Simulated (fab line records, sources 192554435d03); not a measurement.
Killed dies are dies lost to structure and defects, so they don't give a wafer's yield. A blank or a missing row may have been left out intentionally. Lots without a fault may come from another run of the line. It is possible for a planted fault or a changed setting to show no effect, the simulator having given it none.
Chamber matching | flow n5 finfet | rie diel-02 running N5_FIN_SAQP_ETCH_52: 3 sister chambers
The step etches SOC in N2/H2, target depth 100 nm, overetch 20 nm, time 150 s. 3 wafers are shown with their chamber, then 5 later ones without.

WAFERS WITH THEIR CHAMBER
wafer  | chamber | throttle valve pct (%)
L572.3 | 1       | 18.22
L579.4 | 2       | 17.51
L579.5 | 3       | 17.71

WAFERS WITHOUT THEIR CHAMBER
wafer  | throttle valve pct (%)
L579.6 | 17.53
L580.4 | 17.72
L581.2 | 17.51
L581.3 | 17.80
L581.6 | 17.71

CHAMBER TAKEN BY EACH
wafer  | from the rows above | in truth
L579.6 | 2                   | 2
L580.4 | 3                   | 3
L581.2 | 2                   | 2
L581.3 | 3                   | 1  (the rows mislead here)
L581.6 | 3                   | 3
4 of 5 placed correctly. Left unplaced by these rows: 0. Wrongly placed: 1.
How it was worked out, from the rows above alone: a wafer's distance from a chamber is the root of the sum, over the readings, of the square of ((its reading less the chamber's mean) divided by the reading's scatter). If the next closest chamber is less than 2 further off than the closest, the wafer can't be placed; otherwise it belongs to the closest. The mean given for a chamber averages the wafers shown for that chamber. The scatter (one wafer shown for each chamber): square how far every hidden wafer sits from the nearest shown wafer, average those squares and take the square root.
